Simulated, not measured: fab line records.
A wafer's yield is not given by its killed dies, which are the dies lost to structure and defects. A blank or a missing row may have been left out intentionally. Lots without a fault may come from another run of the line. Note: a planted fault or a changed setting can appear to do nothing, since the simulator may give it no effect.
A single fault, viewed from 2 desks + flow n5_finfet + every desk sees just its own numbers, and what lay behind them comes last

THE METROLOGY DESK
What the gauges read, lot by lot, whatever tool the lot ran on: means of the sampled wafers that have a number. Marked OUT: a lot whose mean sits more than 4 standard deviations from the usual mean, which makes it out of limits; the brackets give that distance. 7 of its 11 readings are shown, namely those furthest out on some lot.
Columns: A = DIBL_N at N5_BEOL_M4_RC_MEAS_101, usual 36.5 mV/V; B = DIBL_P at N5_BEOL_M4_RC_MEAS_101, usual 36.4 mV/V; C = IOFF_N at N5_BEOL_M4_RC_MEAS_101, usual 0.17 nA/um; D = IOFF_P at N5_BEOL_M4_RC_MEAS_101, usual 0.21 nA/um; E = ION_N at N5_BEOL_M4_RC_MEAS_101, usual 678 uA/um; F = SS_P at N5_BEOL_M4_RC_MEAS_101, usual 73.4 mV/dec; G = VT_N at N5_BEOL_M4_RC_MEAS_101, usual 249 mV
| lot  | first seen here | A    | B    | C    | D    | E   | F    | G   |
|------|-----------------|------|------|------|------|-----|------|-----|
| L762 | day 6 06:27     | 35.2 | 35.3 | 0.17 | 0.22 | 680 | 73.3 | 248 |
| L764 | day 6 21:53     | 38.1 | 38.1 | 0.21 | 0.26 | 684 | 73.8 | 245 |
| L772 | day 8 19:33     | 38.9 | 39.2 | 0.19 | 0.22 | 684 | 74.2 | 248 |
| L773 | day 9 03:01     | 35.2 | 34.9 | 0.14 | 0.19 | 663 | 73.3 | 252 |
| L781 | day 11 06:05    | 36.2 | 36.5 | 0.18 | 0.19 | 678 | 73.4 | 247 |
| L782 | day 11 12:12    | 35.0 | 33.3 | 0.15 | 0.19 | 676 | 73.6 | 251 |
This desk's verdict: no lot among the 6 shows anything out of limits.

THE TOOL OWNER'S DESK: rie_diel-05
The tool's own readings at N5_BEOL_M0_SAQP_ETCH_107 (etches SiNx in CH3F/O2, target depth 30 nm): means of the sampled wafers that have a number, for each lot that ran on this tool. Marked OUT: a lot whose mean sits more than 4 standard deviations from the usual mean, which makes it out of limits; the brackets give that distance.
Columns: A = drypump_motor_current_A at N5_BEOL_M0_SAQP_ETCH_107, usual 5.6 A; B = oes_ar_750_au at N5_BEOL_M0_SAQP_ETCH_107, usual 0.76 a.u.; C = oes_product_au at N5_BEOL_M0_SAQP_ETCH_107, usual 0.76 a.u.; D = rf_vpp_V at N5_BEOL_M0_SAQP_ETCH_107, usual 298 V; E = showerhead_plenum_p_Torr at N5_BEOL_M0_SAQP_ETCH_107, usual 2.01 Torr; F = throttle_valve_pct at N5_BEOL_M0_SAQP_ETCH_107, usual 16.39 %
| lot  | first seen here | A   | B    | C    | D   | E    | F     |
|------|-----------------|-----|------|------|-----|------|-------|
| L762 | day 6 07:13     | 5.7 | 0.82 | 0.83 | 298 | 2.02 | 16.11 |
| L772 | day 8 20:19     | 5.7 | 0.80 | 0.92 | 299 | 2.01 | 16.16 |
| L773 | day 9 03:51     | 5.6 | 0.75 | 0.86 | 301 | 2.02 | 16.37 |
This desk's verdict: no lot among the 3 shows anything out of limits.

BROUGHT TOGETHER
Metrology desk: nothing out of limits seen.
The tool owner's desk saw nothing out of limits.

WHAT WAS PUT IN BY THE SIMULATOR
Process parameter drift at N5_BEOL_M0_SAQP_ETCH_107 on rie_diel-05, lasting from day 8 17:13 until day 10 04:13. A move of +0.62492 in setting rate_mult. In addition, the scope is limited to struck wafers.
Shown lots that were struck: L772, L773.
